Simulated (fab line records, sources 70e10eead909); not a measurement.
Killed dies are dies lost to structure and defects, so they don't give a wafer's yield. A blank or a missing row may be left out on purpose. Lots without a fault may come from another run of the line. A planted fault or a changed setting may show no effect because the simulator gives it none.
Tool commonality check | flow nand_harc | 14 lots, 42 wafers sampled

WHY IT WAS OPENED
At NHARC_A_ONON_D1_THK_MEAS_02 the reading thk_nm is flagged on 2 of 14 lots. Wafers without a fault read 1000 nm, standard deviation 10.
Rule: a lot is flagged when every wafer of it that has a number lies more than 4 standard deviations from that mean, or none has a number. The other lots count as sound.

lot  | measured     | on            | thk_nm (nm), wafer by wafer | flag
L906 | day 7 21:21  | film_metro-01 | 998 998 999                 |
L907 | day 8 04:21  | film_metro-01 | 995 996 996                 |
L908 | day 8 04:22  | film_metro-02 | 1006 1004 1005              |
L910 | day 8 13:53  | film_metro-01 | 1015 1015 1015              |
L911 | day 8 19:27  | film_metro-01 | 552 550 550                 | FLAGGED
L913 | day 9 05:05  | film_metro-01 | 544 546 544                 | FLAGGED
L919 | day 10 19:20 | film_metro-02 | 1000 998 999                |
L920 | day 11 12:01 | film_metro-02 | 997 997 995                 |
L923 | day 11 15:37 | film_metro-02 | 1013 1013 1012              |
L925 | day 11 23:03 | film_metro-02 | 989 990 991                 |
L926 | day 12 13:02 | film_metro-02 | 977 976 975                 |
L927 | day 12 16:40 | film_metro-01 | 997 997 998                 |
L928 | day 12 16:42 | film_metro-02 | 1002 1002 1001              |
L929 | day 13 09:16 | film_metro-01 | 993 993 992                 |
The numbers of the flagged lots are 548 nm on average: -452 nm against the usual, or -45 standard deviations.

WHICH TOOL RAN EACH LOT
The record holds 1 process step before the reading, out of a route of 1159 steps. In each cell: the tool, then ch and the chambers that the sampled wafers went through, then the start.
lot  | flag    | NHARC_A_ONON_D1_DEP_00
L906 |         | pecvd_onon-02 ch 0, day 7 20:53
L907 |         | pecvd_onon-02 ch 0, day 8 03:58
L908 |         | pecvd_onon-03 ch 0, day 8 03:55
L910 |         | pecvd_onon-02 ch 0, day 8 13:30
L911 | FLAGGED | pecvd_onon-02 ch 0, day 8 19:00
L913 | FLAGGED | pecvd_onon-02 ch 0, day 9 04:34
L919 |         | pecvd_onon-03 ch 0, day 10 18:53
L920 |         | pecvd_onon-03 ch 0, day 11 11:34
L923 |         | pecvd_onon-03 ch 0, day 11 15:07
L925 |         | pecvd_onon-03 ch 0, day 11 22:36
L926 |         | pecvd_onon-02 ch 0, day 12 12:31
L927 |         | pecvd_onon-04 ch 0, day 12 16:16
L928 |         | pecvd_onon-02 ch 0, day 12 16:12
L929 |         | pecvd_onon-03 ch 0, day 13 08:49
What these steps do:
- NHARC_A_ONON_D1_DEP_00: target thk 1000 nm.
- NHARC_A_ONON_D1_THK_MEAS_02: measures by ellipsometry.

FLAGGED OVER TOTAL, TOOL BY TOOL (the gauges that took the reading come last)
step                        | tool          | lots run | flagged | share of the flagged lots | sound lots run after its first flagged lot
NHARC_A_ONON_D1_DEP_00      | pecvd_onon-02 | 7        | 2       | all                       | 2 (L926,L928)
NHARC_A_ONON_D1_DEP_00      | pecvd_onon-03 | 6        | 0       | none                      | -
NHARC_A_ONON_D1_DEP_00      | pecvd_onon-04 | 1        | 0       | none                      | -
NHARC_A_ONON_D1_THK_MEAS_02 | film_metro-01 | 7        | 2       | all                       | 2 (L927,L929)
NHARC_A_ONON_D1_THK_MEAS_02 | film_metro-02 | 7        | 0       | none                      | -

WHAT THE TABLE ALLOWS
2 rows of the table ran every flagged lot: pecvd_onon-02 at NHARC_A_ONON_D1_DEP_00, film_metro-01 at NHARC_A_ONON_D1_THK_MEAS_02.
- pecvd_onon-02 at NHARC_A_ONON_D1_DEP_00: 2 of its 7 lots flagged. Sound lots ran on it after the first flagged one (L926, L928), which a lasting fault on the whole tool wouldn't allow.
- film_metro-01 at NHARC_A_ONON_D1_THK_MEAS_02: 2 of its 7 lots flagged. Sound lots ran on it after the first flagged one (L927, L929), which a lasting fault on the whole tool wouldn't allow.
No row of the table ran every flagged lot and no sound lot after the first.

WHAT THE SIMULATOR HAD PUT IN
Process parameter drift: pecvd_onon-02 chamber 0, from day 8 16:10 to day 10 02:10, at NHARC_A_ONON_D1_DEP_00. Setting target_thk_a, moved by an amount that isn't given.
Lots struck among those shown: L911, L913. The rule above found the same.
